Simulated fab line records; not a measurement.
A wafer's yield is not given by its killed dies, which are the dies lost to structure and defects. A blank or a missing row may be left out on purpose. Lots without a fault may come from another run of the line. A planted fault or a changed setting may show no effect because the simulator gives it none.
fab line records	flow nandHarc
[record] lots = 24	wafers = 72	lastDay = 25
route steps=1159 shown A_STAIRCASE@615
lots with no fault: from the same line, run without faults
startH: hours from the record's opening day to when the first of the lot's shown wafers began	waitH: hours since the lot's step before	" as in the row above	L1.1+2: a row that stands for several wafers	- value missing, or start not given	* or withheld: withheld	< > ~ a bound
route shown NAME@n: NAME is a module with steps in the file, n the number in the route of the first one	usual: average and standard deviation across the fault-free wafers	same: alike in all rows	chamber/n: place in a boat	sites: per-site readings	_std_site: their standard deviation	_edge_site: the outer-site mean with the inner-site mean subtracted	radiusMm: for every site, how far away it sits from the centre of the wafer	mask NAME#n: copy n	behind: the most recent tool/chamber to have shaped the wafer	hold: reason for holding the lot/hours on hold/outcome of the hold	device: whichever transistor did not switch (one of n, p or np)	end of line: the same wafers' tests at the end of the route	a step without rows: its recipe alone	killed: at the first sort, the dies lost to defects and structure; wafer yield is something else	map: dies across one wafer; x = killed, . = not, _ = none there
set.NAME: setting as actually run; set.NAME@STEP: the setting as run at that earlier step	model.NAME: the simulator's own value behind a step, which no gauge read
steps of the route over a sample of lots; a table a step, a row a wafer
services: when a tool's chamber went out of use (startH, in hours from the record's first day, below 0 if earlier), for how many hours, and the reason
[[steps]]
[step NHARC_A_STAIRCASE_ETCH_221]
[recipe] targetDepthA = 1000	timeS = 40.5	ionEnergyEv = 400	c4f8FlowSccm = 20	o2FlowSccm = 10	arFlowSccm = withheld	rfW = 600	biasW = 1000	chemistry = C4F8/O2
[usual] oesProductAu = 0.942/0.015	rfVppV = 894/4.8
lot.wafer	tool	chamber	startH	waitH	oesProductAu	rfHoursCounterH	rfVppV
L074.3	rieDiel-04	3	-	-	0.938	40	891
L074.4	"	0	"	"	0.914	42	897
L074.5	"	2	"	"	0.932	-	895
L075.1	rieDiel-01	0	-	-	0.942	35	887
L075.4	"	2	"	"	0.922	44	894
L075.5	"	0	"	"	0.947	-	889
L077.1	rieDiel-02	1	-	-	0.968	33	898
L077.2	"	0	"	"	0.947	32	895
L077.6	"	1	"	"	0.957	-	897
L076.2	rieDiel-04	0	-	-	0.947	46	897
L076.4	"	1	"	"	0.957	51	895
L076.6	"	3	"	"	0.960	-	890
L079.2	rieDiel-01	3	-	-	0.938	45	897
L079.1	"	2	"	"	0.949	49	892
L079.5	"	0	"	"	0.950	-	887
L078.4	rieDiel-04	0	-	-	0.913	51	896
L078.3	"	1	"	"	0.935	55	897
L078.6	"	0	"	"	0.934	-	897
L081.4	rieDiel-01	2	-	-	0.936	52	892
L081.5	"	0	"	"	0.951	-	886
L081.6	"	1	"	"	0.930	-	888
L080.4	rieDiel-01	0	-	-	0.947	46	888
L080.3	"	1	"	"	0.928	46	887
L080.5	"	2	"	"	0.930	-	892
L082.2	rieDiel-02	1	-	-	0.965	46	898
L082.1	"	2	"	"	0.957	50	887
L082.4	"	3	"	"	0.973	46	896
L083.2	rieDiel-01	0	-	-	0.974	53	887
L083.3	"	1	"	"	0.961	54	887
L083.5	"	1	"	"	0.961	-	886
L084.4	rieDiel-01	2	-	-	0.942	66	892
L084.1	"	3	"	"	0.937	62	897
L084.5	"	1	"	"	0.952	-	887
L085.1	rieDiel-02	0	-	-	0.942	51	894
L085.2	"	2	"	"	0.947	57	887
L085.4	"	3	"	"	0.940	53	896
L088.4	rieDiel-04	1	-	-	0.936	9	896
L088.2	"	2	"	"	0.931	10	895
L088.5	"	0	"	"	0.918	-	896
L087.4	rieDiel-04	3	-	-	0.932	7	890
L087.2	"	0	"	"	0.928	9	895
L087.5	"	0	"	"	0.931	-	897
L086.2	rieDiel-01	1	-	-	0.940	0	906
L086.4	"	3	"	"	0.944	0	898
L086.1	"	0	"	"	0.939	0	887
L089.3	rieDiel-01	2	-	-	0.924	7	892
L089.4	"	3	"	"	0.927	6	897
L089.1	"	1	"	"	0.929	5	905
L090.1	rieDiel-04	1	-	-	0.934	16	896
L090.3	"	2	"	"	0.935	17	894
L090.6	"	2	"	"	0.927	-	894
L092.3	rieDiel-01	0	-	-	0.953	7	885
L092.4	"	1	"	"	0.932	8	905
L092.6	"	0	"	"	0.946	-	888
L091.4	rieDiel-02	3	-	-	0.948	2	897
L091.3	"	0	"	"	0.948	2	894
L091.2	"	1	"	"	0.948	2	898
L094.4	rieDiel-02	1	-	-	0.946	7	899
L094.2	"	2	"	"	0.955	6	905
L094.3	"	0	"	"	0.939	7	893
L093.1	rieDiel-04	2	-	-	0.966	22	895
L093.3	"	0	"	"	0.945	25	894
L093.6	"	3	"	"	0.955	-	892
L095.1	rieDiel-04	0	-	-	0.922	30	896
L095.2	"	1	"	"	0.926	27	896
L095.4	"	1	"	"	0.940	-	896
L097.4	rieDiel-02	1	-	-	0.968	12	897
L097.1	"	3	"	"	0.934	8	896
L097.6	"	1	"	"	0.963	-	897
L096.1	rieDiel-01	2	-	-	0.930	18	891
L096.3	"	0	"	"	0.930	-	888
L096.5	"	2	"	"	0.936	-	893
[step NHARC_A_STAIRCASE_ETCH_253]
[recipe] targetDepthA = 500	timeS = 20.2	ionEnergyEv = 400	c4f8FlowSccm = 20	o2FlowSccm = 10	arFlowSccm = withheld	rfW = 600	biasW = 1000	chemistry = C4F8/O2
[usual] oesProductAu = 0.961/0.016	rfVppV = 894/4.6
lot.wafer	tool	chamber	startH	waitH	oesProductAu	rfHoursCounterH	rfVppV
L074.3	rieDiel-01	3	248.43	0.2	0.946	38	897
L074.4	"	2	"	"	0.950	-	892
L074.5	"	3	"	"	0.940	-	897
L075.1	rieDiel-01	2	257.84	0.1	0.958	45	893
L075.4	"	3	"	"	0.961	41	898
L075.5	"	1	"	"	0.962	-	888
L077.2	rieDiel-04	2	258.14	0.1	0.981	52	894
L077.1	"	1	"	"	0.948	51	896
L077.6	"	3	"	"	0.955	-	891
L076.2	rieDiel-01	0	260.33	0.1	0.963	38	887
L076.4	"	2	"	"	0.962	46	892
L076.6	"	0	"	"	0.957	-	890
L079.1	rieDiel-02	2	271.69	0.1	0.972	44	887
L079.2	"	3	"	"	0.961	41	897
L079.5	"	0	"	"	0.980	-	893
L078.4	rieDiel-04	3	273.79	0.1	0.992	52	891
L078.3	"	0	"	"	0.978	54	895
L078.6	"	2	"	"	0.993	-	895
L081.4	rieDiel-04	0	277.22	0.1	0.958	55	896
L081.5	"	2	"	"	0.994	-	898
L081.6	"	3	"	"	0.972	-	889
L080.3	rieDiel-02	3	278.16	0.1	0.986	43	896
L080.4	"	0	"	"	0.970	42	896
L080.5	"	1	"	"	0.969	-	898
L082.4	rieDiel-01	1	294.37	0.1	0.966	54	888
L082.2	"	3	"	"	0.971	58	896
L082.1	"	0	"	"	0.990	54	888
L083.2	rieDiel-01	0	294.69	0.1	0.996	54	886
L083.3	"	1	"	"	0.962	54	886
L083.5	"	3	"	"	0.981	-	896
L084.4	rieDiel-02	1	314.96	0.1	0.944	53	898
L084.1	"	3	"	"	0.934	54	896
L084.5	"	2	"	"	0.935	-	888
L085.4	rieDiel-04	3	316.61	0.1	0.957	4	890
L085.1	"	1	"	"	0.969	6	897
L085.2	"	2	"	"	0.959	7	894
L088.4	rieDiel-02	0	328.28	0.2	0.942	57	894
L088.2	"	1	"	"	0.957	60	899
L088.5	"	3	"	"	0.952	-	896
L086.4	rieDiel-01	1	330.46	1.5	0.941	2	907
L086.1	"	2	"	"	0.956	4	893
L086.2	"	0	"	"	0.950	2	889
L087.2	rieDiel-01	2	330.56	0.1	0.950	4	891
L087.4	"	3	"	"	0.945	4	897
L087.5	"	3	"	"	0.940	-	896
L089.4	rieDiel-04	2	339.56	0.1	0.965	18	894
L089.1	"	0	"	"	0.957	19	897
L089.3	"	1	"	"	0.957	18	895
L090.1	rieDiel-04	3	341.74	0.1	0.939	18	890
L090.3	"	0	"	"	0.963	20	895
L090.6	"	3	"	"	0.944	-	890
L092.3	rieDiel-04	3	345.52	0.1	0.965	19	890
L092.4	"	2	"	"	0.964	20	894
L092.6	"	3	"	"	0.969	-	890
L091.3	rieDiel-04	0	346.29	0.1	0.947	21	895
L091.2	"	2	"	"	0.973	20	893
L091.4	"	3	"	"	0.951	19	890
L094.4	rieDiel-01	0	355.20	0.1	0.945	11	887
L094.2	"	2	"	"	0.968	12	893
L094.3	"	3	"	"	0.943	12	898
L093.1	rieDiel-04	2	357.23	0.1	0.960	23	895
L093.3	"	3	"	"	0.964	24	890
L093.6	"	1	"	"	0.987	-	896
L095.1	rieDiel-02	2	373.56	0.1	0.968	11	905
L095.2	"	3	"	"	0.957	8	896
L095.4	"	1	"	"	0.968	12	897
L097.1	rieDiel-04	1	377.23	0.1	0.965	30	895
L097.4	"	0	"	"	0.952	33	894
L097.6	"	2	"	"	0.966	-	894
L096.3	rieDiel-02	0	390.20	0.3	0.940	18	893
L096.1	"	1	"	"	0.945	18	898
L096.5	"	3	"	"	0.932	-	897
[step NHARC_A_STAIRCASE_HM_OPEN_460]
[recipe] o2FlowSccm = 400	cosFlowSccm = 20	arFlowSccm = 0	rfW = 500	biasW = 300	chemistry = O2/COS
[usual] drypumpMotorCurrentA = 5.5/0.42	mfcArSccm = 0.015/0.013	oesProductAu = 1.004/0.0099	rfVppV = 466.4/2.6	showerheadPlenumPTorr = 3.08/0.11	throttleValvePct = 28.331/0.008
lot.wafer	tool	chamber	startH	waitH	drypumpMotorCurrentA	mfcArSccm	oesProductAu	rfHoursCounterH	rfVppV	showerheadPlenumPTorr	throttleValvePct
L074.3	rieDiel-02	0	-	-	6.0	0.029	1.010	31	465.7	3.09	28.319
L074.4	"	1	"	"	5.5	0	1.019	32	468.6	3.18	28.334
L074.5	"	1	"	"	5.5	0	1.017	-	467.3	3.18	28.330
L075.4	rieDiel-04	1	-	-	4.9	0.033	1.004	53	468.8	3.13	28.338
L075.1	"	2	"	"	5.9	0.017	1.018	53	467.2	3.09	28.331
L075.5	"	1	"	"	4.9	0.033	0.994	-	468.1	3.13	28.314
L077.2	rieDiel-01	3	-	-	5.4	0.023	0.994	44	469.6	3.16	28.345
L077.1	"	0	"	"	5.9	0	1.010	40	462.6	2.93	28.338
L077.6	"	0	"	"	5.9	0	1.013	-	461.9	2.93	28.317
L076.4	rieDiel-04	1	-	-	5.0	0.033	1.009	54	468.8	3.13	28.321
L076.2	"	3	"	"	5.2	0	1.017	48	465.3	2.99	28.325
L076.6	"	1	"	"	4.9	0.033	1.005	-	468.0	3.13	28.326
L079.2	rieDiel-01	1	-	-	4.8	0.009	1.001	47	462.3	2.91	28.340
L079.1	"	3	"	"	5.3	0.023	0.991	49	468.2	3.16	28.345
L079.5	"	1	"	"	4.8	0.009	1.001	-	461.9	2.91	28.331
L078.4	rieDiel-04	0	-	-	5.6	0.019	0.990	55	466.3	3.12	28.336
L078.3	"	2	"	"	5.9	0.017	1.012	59	466.8	3.09	28.335
L078.6	"	0	"	"	5.6	0.019	0.981	-	467.8	3.12	28.336
L081.4	rieDiel-04	3	-	-	5.3	0	0.998	54	465.4	2.99	28.325
L081.6	"	1	"	"	4.9	0.033	1.018	-	467.1	3.12	28.333
L081.5	"	2	"	"	5.9	0.017	1.025	-	466.8	3.09	28.318
L080.3	rieDiel-02	0	-	-	6.0	0.029	0.991	42	466.0	3.08	28.340
L080.5	"	2	"	"	5.2	0.010	1.006	-	461.3	2.90	28.325
L080.4	"	0	"	"	6.0	0.029	1.004	-	467.2	3.08	28.339
L082.4	rieDiel-01	3	-	-	5.4	0.023	0.997	58	466.3	3.16	28.337
L082.1	"	1	"	"	4.8	0.009	1.001	55	463.1	2.90	28.334
L082.2	"	2	"	"	6.2	0	0.999	63	466.1	3.03	28.337
L083.3	rieDiel-04	3	-	-	5.3	0	0.990	1	463.9	2.99	28.324
L083.2	"	0	"	"	5.6	0.019	0.996	0	465.2	3.11	28.338
L083.5	"	2	"	"	5.9	0.017	1.010	-	466.4	3.09	28.333
L084.4	rieDiel-02	0	-	-	6.0	0.029	1.012	53	467.0	3.08	28.331
L084.1	"	2	"	"	5.2	0.010	1.010	60	462.1	2.90	28.327
L084.5	"	3	"	"	5.4	0.041	1.007	-	467.3	3.12	28.325
L085.4	rieDiel-02	3	-	-	5.4	0.041	0.994	56	467.2	3.12	28.344
L085.2	"	0	"	"	6.0	0.029	1.000	53	467.4	3.08	28.320
L085.1	"	1	"	"	5.5	0	1.007	55	468.2	3.17	28.329
L088.2	rieDiel-01	1	-	-	4.8	0.009	0.996	3	472.4	3.37	28.330
L088.4	"	2	"	"	6.2	0	1.002	4	465.6	3.02	28.328
L088.5	"	0	"	"	5.9	0	0.993	-	463.8	2.92	28.328
L086.2	rieDiel-04	0	-	-	5.6	0.019	1.005	16	467.5	3.11	28.322
L086.4	"	2	"	"	5.8	0.017	1.000	16	467.0	3.08	28.332
L086.1	"	3	"	"	5.3	0	0.989	15	461.9	2.98	28.329
L087.4	rieDiel-04	0	-	-	5.6	0.019	1.005	16	468.0	3.11	28.328
L087.2	"	1	"	"	4.9	0.033	1.008	15	467.5	3.12	28.333
L087.5	"	0	"	"	5.6	0.019	1.000	-	467.8	3.11	28.335
L089.3	rieDiel-04	1	-	-	5.0	0.033	1.007	18	468.4	3.11	28.324
L089.1	"	2	"	"	5.8	0.017	1.004	19	466.2	3.08	28.341
L089.4	"	0	"	"	5.6	0.019	1.007	20	467.4	3.10	28.323
L090.1	rieDiel-01	0	-	-	5.9	0	0.999	8	462.8	2.92	28.338
L090.3	"	2	"	"	6.2	0	1.008	10	463.7	3.02	28.333
L090.6	"	0	"	"	5.9	0	0.988	-	464.2	2.91	28.338
L092.3	rieDiel-04	0	-	-	5.6	0.019	1.001	25	465.4	3.10	28.326
L092.4	"	1	"	"	4.9	0.033	1.016	22	466.0	3.11	28.333
L092.6	"	1	"	"	5.0	0.033	1.016	-	466.1	3.11	28.328
L091.2	rieDiel-01	0	-	-	5.9	0	0.983	11	462.2	2.91	28.329
L091.4	"	1	"	"	4.8	0.009	0.991	11	471.8	3.37	28.334
L091.3	"	2	"	"	6.2	0	1.008	12	465.9	3.02	28.345
L094.3	rieDiel-02	0	-	-	6.0	0.029	1.023	9	465.7	3.07	28.342
L094.2	"	1	"	"	5.5	0	1.015	9	466.6	3.16	28.330
L094.4	"	2	"	"	5.2	0.010	1.011	-	473.1	3.37	28.343
L093.3	rieDiel-04	2	-	-	5.9	0.017	0.995	25	466.5	3.07	28.337
L093.1	"	0	"	"	5.6	0.019	1.002	28	467.1	3.10	28.343
L093.6	"	0	"	"	5.6	0.019	1.001	-	466.5	3.10	28.321
L095.2	rieDiel-02	1	-	-	5.5	0	1.015	13	467.5	3.16	28.342
L095.1	"	2	"	"	5.2	0.010	1.014	12	472.6	3.37	28.320
L095.4	"	3	"	"	5.4	0.041	1.009	9	468.7	3.11	28.323
L097.1	rieDiel-01	2	381.36	0.2	6.2	0	1.008	18	465.5	3.02	28.334
L097.4	"	0	"	"	5.9	0	1.000	-	463.5	2.91	28.334
L097.6	"	0	"	"	5.9	0	1.003	-	462.5	2.91	28.324
L096.1	rieDiel-04	0	-	-	5.6	0.019	1.002	42	466.9	3.09	28.336
L096.3	"	1	"	"	5.0	0.033	1.012	39	467.1	3.10	28.329
L096.5	"	3	"	"	5.2	0	0.996	-	464.2	2.97	28.335
[step NHARC_A_STAIRCASE_DEP_301]
[recipe] targetThkA = 300	targetThkNm = 30	tempC = 400	pressureTorr = 3.5	flowSccm = 200	rfW = 350	material = SiON
[usual] heaterPowerW = 663/63
lot.wafer	tool	chamber	startH	waitH	heaterPowerW
L074.3	pecvd-02	2	258.10	1.3	607
L074.5	"	2	"	"	605
L074.4	"	0	"	"	704
L075.1	pecvd-03	1	268.47	2.0	769
L075.4	"	1	"	"	791
L075.5	"	2	"	"	604
L077.2	pecvd-01	0	269.19	1.3	676
L077.1	"	1	"	"	829
L077.6	"	0	"	"	675
L076.2	pecvd-02	0	270.99	1.2	613
L076.4	"	1	"	"	629
L076.6	"	1	"	"	641
L079.1	pecvd-01	1	279.92	1.5	801
L079.2	"	2	"	"	602
L079.5	"	1	"	"	800
L078.3	pecvd-02	0	283.67	1.0	651
L078.6	"	2	"	"	662
L078.4	"	0	"	"	648
L081.5	pecvd-02	1	287.18	0.6	735
L081.6	"	2	"	"	586
L081.4	"	0	"	"	740
L080.3	pecvd-02	2	288.82	1.0	653
L080.4	"	1	"	"	735
L080.5	"	0	"	"	613
L082.2	pecvd-01	1	305.04	1.2	766
L082.1	"	0	"	"	689
L082.4	"	2	"	"	710
L083.2	pecvd-03	2	306.84	1.3	611
L083.3	"	2	"	"	602
L083.5	"	2	"	"	608
L084.1	pecvd-01	2	323.45	1.6	671
L084.4	"	2	"	"	685
L084.5	"	0	"	"	702
L085.1	pecvd-02	0	325.30	1.6	672
L085.2	"	1	"	"	695
L085.4	"	2	"	"	597
L088.2	pecvd-01	1	336.34	1.4	728
L088.5	"	2	"	"	709
L088.4	"	0	"	"	803
L086.1	pecvd-03	1	339.58	1.6	628
L086.2	"	2	"	"	616
L086.4	"	0	"	"	667
L087.2	pecvd-01	1	340.54	1.3	704
L087.5	"	1	"	"	705
L087.4	"	0	"	"	706
L089.3	pecvd-02	2	349.68	0.9	614
L089.1	"	1	"	"	664
L089.4	"	0	"	"	721
L090.3	pecvd-03	1	355.70	1.0	649
L090.1	"	2	"	"	590
L090.6	"	0	"	"	666
L092.3	pecvd-02	1	361.17	1.0	736
L092.4	"	1	"	"	732
L092.6	"	2	"	"	557
L091.3	pecvd-03	1	363.01	1.0	633
L091.2	"	2	"	"	592
L091.4	"	1	"	"	651
L094.3	pecvd-02	1	367.61	1.1	639
L094.2	"	2	"	"	613
L094.4	"	2	"	"	620
L093.1	pecvd-03	2	369.29	1.5	580
L093.3	"	0	"	"	587
L093.6	"	1	"	"	649
L095.1	pecvd-03	2	381.92	1.6	509
L095.2	"	1	"	"	616
L095.4	"	1	"	"	613
L097.1	pecvd-03	1	390.05	1.6	679
L097.6	"	2	"	"	594
L097.4	"	1	"	"	684
L096.1	pecvd-02	1	398.72	1.6	666
L096.3	"	2	"	"	627
L096.5	"	2	"	"	643
[step NHARC_A_STAIRCASE_ETCHBACK_422]
[recipe] targetDepthA = 400	overEtchFrac = 0.3	timeS = 74.286	ionEnergyEv = 120	ch3fFlowSccm = 50	o2FlowSccm = 30	arFlowSccm = 200	rfW = 500	biasW = 100	chemistry = CH3F/O2
[usual] drypumpMotorCurrentA = 5.5/0.44	mfcArSccm = 200.1/0.67	oesProductAu = 0.97/0.038	rfVppV = 244.1/1.7	showerheadPlenumPTorr = 2.44/0.11	throttleValvePct = 20.663/0.0092
lot.wafer	tool	chamber	startH	waitH	drypumpMotorCurrentA	mfcArSccm	oesProductAu	rfHoursCounterH	rfVppV	showerheadPlenumPTorr	throttleValvePct
L074.4	rieDiel-01	3	304.98	0.2	5.4	200.0	0.99	60	245.7	2.48	20.659
L074.3	"	1	"	"	4.8	200.7	1.00	58	241.8	2.28	20.657
L074.5	"	3	"	"	5.4	199.5	0.99	-	245.1	2.48	20.674
L075.4	rieDiel-01	2	314.82	0.1	6.2	201.1	0.93	69	243.1	2.38	20.667
L075.1	"	0	"	"	5.9	200.0	0.94	61	241.6	2.29	20.669
L075.5	"	1	"	"	4.8	201.5	0.93	-	240.5	2.28	20.663
L077.1	rieDiel-02	3	315.28	0.2	5.4	199.0	0.92	54	245.7	2.46	20.661
L077.2	"	0	"	"	6.0	199.8	0.93	51	243.0	2.42	20.661
L077.6	"	3	"	"	5.4	200.1	0.93	-	244.9	2.46	20.657
L076.2	rieDiel-01	1	315.73	0.1	4.8	200.5	0.93	63	242.4	2.28	20.672
L076.4	"	3	"	"	5.4	199.6	0.92	64	243.9	2.48	20.670
L076.6	"	0	"	"	5.9	199.9	0.94	-	243.2	2.29	20.647
L079.1	rieDiel-04	3	327.91	0.1	5.3	200.6	0.98	9	243.0	2.35	20.669
L079.2	"	1	"	"	5.0	199.6	1.01	11	245.5	2.46	20.656
L079.5	"	3	"	"	5.2	200.6	0.99	-	242.6	2.35	20.678
L080.3	rieDiel-01	1	332.54	0.1	4.8	200.5	0.99	3	246.1	2.66	20.679
L080.4	"	0	"	"	5.9	198.9	1.01	3	242.2	2.29	20.669
L080.5	"	2	"	"	6.2	201.0	1.02	-	242.9	2.38	20.675
L081.4	rieDiel-01	0	333.24	0.3	5.9	200.1	0.98	3	241.4	2.29	20.661
L081.5	"	1	"	"	4.7	200.0	0.98	-	247.1	2.66	20.669
L081.6	"	2	"	"	6.2	201.1	1.00	-	242.8	2.38	20.655
L078.3	rieDiel-01	0	334.67	0.2	5.9	199.5	1.00	4	242.0	2.29	20.660
L078.4	"	1	"	"	4.7	199.8	1.00	4	247.2	2.66	20.667
L078.6	"	0	"	"	5.9	199.2	1.00	-	239.8	2.29	20.660
L082.2	rieDiel-04	3	350.82	0.1	5.2	199.1	0.91	21	243.2	2.34	20.659
L082.1	"	0	"	"	5.6	200.6	0.94	23	244.4	2.44	20.663
L082.4	"	1	"	"	5.0	199.8	0.93	20	244.3	2.45	20.674
L083.2	rieDiel-01	0	354.94	0.1	5.9	200.1	1.00	11	240.0	2.29	20.667
L083.3	"	2	"	"	6.2	200.2	1.01	12	243.7	2.38	20.658
L083.5	"	3	"	"	5.4	200.0	1.00	-	245.3	2.48	20.647
L084.4	rieDiel-01	0	376.25	0.1	5.9	200.7	0.92	16	242.7	2.29	20.668
L084.1	"	2	"	"	6.2	200.2	0.93	18	244.5	2.37	20.664
L084.5	"	0	"	"	5.9	199.1	0.92	-	242.0	2.29	20.666
L085.2	rieDiel-02	0	376.54	0.1	6.0	200.6	1.02	14	243.1	2.41	20.654
L085.4	"	1	"	"	5.5	200.3	1.02	13	244.5	2.49	20.656
L085.1	"	2	"	"	5.2	200.9	1.01	12	246.8	2.66	20.678
L088.4	rieDiel-02	1	385.26	0.2	5.5	199.7	1.02	17	245.3	2.49	20.672
L088.2	"	0	"	"	6.0	200.6	1.02	16	244.7	2.41	20.648
L088.5	"	2	"	"	5.2	198.8	1.01	-	246.0	2.65	20.670
L086.1	rieDiel-04	1	385.47	0.1	5.0	199.2	0.92	34	243.2	2.45	20.677
L086.4	"	2	"	"	5.8	200.9	0.93	37	243.2	2.42	20.658
L086.2	"	3	"	"	5.2	201.1	0.92	32	242.8	2.34	20.654
L087.2	rieDiel-01	1	387.20	0.2	4.8	200.8	0.92	17	247.2	2.65	20.655
L087.4	"	2	"	"	6.2	199.7	1.00	-	243.3	2.37	20.655
L087.5	"	0	"	"	5.9	201.0	1.00	-	243.2	2.29	20.666
L089.3	rieDiel-02	1	396.58	0.1	5.5	200.8	1.03	20	245.8	2.48	20.643
L089.1	"	3	"	"	5.4	200.3	1.00	15	244.6	2.45	20.667
L089.4	"	0	"	"	6.0	200.4	1.01	20	244.1	2.41	20.666
L090.3	rieDiel-01	1	397.05	0.1	4.8	200.8	0.99	21	247.7	2.65	20.665
L090.1	"	3	"	"	5.4	199.3	0.92	18	244.7	2.48	20.668
L090.6	"	0	"	"	5.9	200.3	1.00	-	242.2	2.28	20.652
L091.2	rieDiel-02	0	413.23	0.1	6.0	199.2	0.94	24	243.1	2.41	20.670
L091.4	"	1	"	"	5.5	200.2	0.95	25	244.2	2.48	20.658
L091.3	"	2	"	"	5.2	200.3	0.94	25	246.4	2.65	20.651
L092.3	rieDiel-02	3	413.50	0.1	5.4	199.3	1.02	20	247.2	2.45	20.647
L092.4	"	1	"	"	5.5	199.8	1.03	25	245.9	2.48	20.678
L092.6	"	0	"	"	6.0	199.4	1.02	-	244.1	2.41	20.661
L093.1	rieDiel-02	2	417.36	0.1	5.2	201.0	0.93	27	246.6	2.65	20.653
L093.3	"	3	"	"	5.4	199.2	0.93	22	243.9	2.45	20.666
L093.6	"	2	"	"	5.2	200.6	0.93	-	248.1	2.65	20.649
L094.3	rieDiel-04	2	417.50	0.1	5.8	200.2	1.02	50	246.0	2.41	20.686
L094.2	"	3	"	"	5.2	200.1	1.00	45	242.2	2.33	20.677
L094.4	"	0	"	"	5.6	200.7	1.01	50	244.0	2.43	20.684
L095.1	rieDiel-04	0	432.91	0.1	5.6	199.3	0.93	55	243.9	2.43	20.646
L095.4	"	2	"	"	5.8	199.8	0.93	56	243.1	2.41	20.691
L095.2	"	3	"	"	5.2	199.1	0.92	50	243.9	2.33	20.676
L097.1	rieDiel-04	3	440.67	0.2	5.2	201.0	0.92	53	241.2	2.33	20.665
L097.4	"	0	"	"	5.6	200.2	0.93	58	244.2	2.43	20.665
L097.6	"	3	"	"	5.3	200.0	0.93	-	242.6	2.33	20.664
L096.1	rieDiel-04	1	446.55	0.2	4.9	199.4	0.95	59	245.5	2.44	20.668
L096.3	"	3	"	"	5.2	200.1	0.93	56	241.1	2.33	20.657
L096.5	"	1	"	"	4.9	200.4	0.95	-	245.9	2.44	20.654
[step NHARC_A_STAIRCASE_DEP_471]
[recipe] targetThkA = 1000	tempC = 400	pressureTorr = 6.5	rfW = 900	teosFlowSccm = 161.4	flowSccm = 2650	targetThkNm = 100	gas = O2	material = SiO2
[usual] heaterPowerW = 465/64	throttleValvePct = 16.1/0.72
lot.wafer	tool	chamber	startH	waitH	heaterPowerW	throttleValvePct
L074.3	pecvd-01	1	305.98	-	582	15.3
L074.4	"	2	"	"	508	15.9
L074.5	"	0	"	"	526	14.6
L075.1	pecvd-02	0	315.52	-	472	16.8
L075.5	"	2	"	"	438	16.1
L075.4	"	1	"	"	538	15.2
L077.1	pecvd-03	1	315.92	-	506	17.0
L077.2	"	2	"	"	425	16.6
L077.6	"	2	"	"	432	16.6
L076.2	pecvd-03	2	316.39	-	424	16.4
L076.4	"	2	"	"	423	16.7
L076.6	"	0	"	"	486	15.7
L079.2	pecvd-03	2	328.63	-	320	16.3
L079.1	"	0	"	"	389	15.5
L079.5	"	0	"	"	412	15.9
L080.3	pecvd-01	0	333.63	-	544	14.4
L080.4	"	1	"	"	549	15.4
L080.5	"	0	"	"	560	14.4
L081.6	pecvd-02	2	334.11	-	453	15.8
L081.4	"	0	"	"	479	16.8
L081.5	"	1	"	"	525	15.3
L078.3	pecvd-01	2	335.56	-	415	15.8
L078.6	"	1	"	"	594	15.5
L078.4	"	0	"	"	612	14.6
L082.2	pecvd-02	1	352.85	-	471	15.8
L082.1	"	2	"	"	406	15.6
L082.4	"	2	"	"	417	15.2
L083.3	pecvd-03	0	356.00	-	457	15.6
L083.2	"	2	"	"	320	16.7
L083.5	"	0	"	"	467	15.9
L084.1	pecvd-02	1	376.95	-	470	15.8
L084.5	"	2	"	"	419	15.5
L084.4	"	0	"	"	458	17.0
L085.1	pecvd-03	2	377.18	-	415	17.0
L085.2	"	0	"	"	452	15.9
L085.4	"	0	"	"	454	15.8
L088.2	pecvd-03	0	385.99	-	440	15.8
L088.5	"	2	"	"	362	16.5
L088.4	"	1	"	"	481	16.6
L086.2	pecvd-02	1	386.13	-	457	15.7
L086.1	"	2	"	"	389	15.7
L086.4	"	1	"	"	472	15.6
L087.2	pecvd-01	1	388.23	-	510	15.3
L087.4	"	2	"	"	484	15.8
L087.5	"	0	"	"	571	14.7
L089.1	pecvd-02	1	397.22	-	496	15.3
L089.3	"	0	"	"	489	17.2
L089.4	"	0	"	"	488	16.9
L090.3	pecvd-03	1	397.71	-	529	17.0
L090.1	"	2	"	"	418	16.9
L090.6	"	0	"	"	438	15.8
L091.2	pecvd-03	0	413.91	-	485	16.1
L091.4	"	2	"	"	420	16.7
L091.3	"	0	"	"	475	16.0
L092.3	pecvd-01	0	414.21	-	561	14.8
L092.4	"	2	"	"	395	15.7
L092.6	"	0	"	"	558	14.7
L093.1	pecvd-02	1	418.07	-	527	15.8
L093.3	"	2	"	"	416	15.7
L093.6	"	1	"	"	528	15.9
L094.2	pecvd-03	2	418.12	-	432	16.5
L094.3	"	2	"	"	314	16.8
L094.4	"	0	"	"	441	16.0
L095.2	pecvd-03	1	433.55	-	513	17.0
L095.1	"	0	"	"	464	16.0
L095.4	"	1	"	"	517	17.2
L097.1	pecvd-02	0	441.43	-	538	17.2
L097.4	"	1	"	"	425	15.8
L097.6	"	0	"	"	388	16.9
L096.3	pecvd-02	2	447.32	-	394	15.9
L096.1	"	0	"	"	477	16.8
L096.5	"	2	"	"	400	16.0
[[services]]
tool	chamber	startH	hours	kind
rieDiel-01	3	223.43	9.2	repair
rieDiel-02	3	229.59	5.3	repair
rieDiel-01	0	236.14	16.6	repair
pecvd-01	-	237.19	13.0	pm
rieDiel-04	0	243.65	-	clean
rieDiel-04	1	243.65	-	clean
pecvd-02	2	268.68	5.3	repair
rieDiel-04	-	288.94	9.0	pm
pecvd-03	-	292.33	13.0	pm
rieDiel-04	3	308.63	6.8	repair
rieDiel-01	-	315.80	9.0	pm
rieDiel-02	-	328.71	9.0	pm
pecvd-03	2	328.95	7.5	repair
pecvd-02	-	334.19	13.0	pm
rieDiel-04	3	359.07	13.1	repair
pecvd-02	-	380.66	0.7	repair
rieDiel-01	3	381.01	14.8	repair
pecvd-01	0	405.87	5.1	repair
pecvd-03	1	411.13	9.1	repair
pecvd-01	-	418.22	13.0	pm
pecvd-02	-	430.98	1.4	repair
pecvd-01	2	440.47	18.8	repair
pecvd-03	-	443.71	2.3	repair
pecvd-03	-	446.07	0.3	repair
[[key]]
fault none
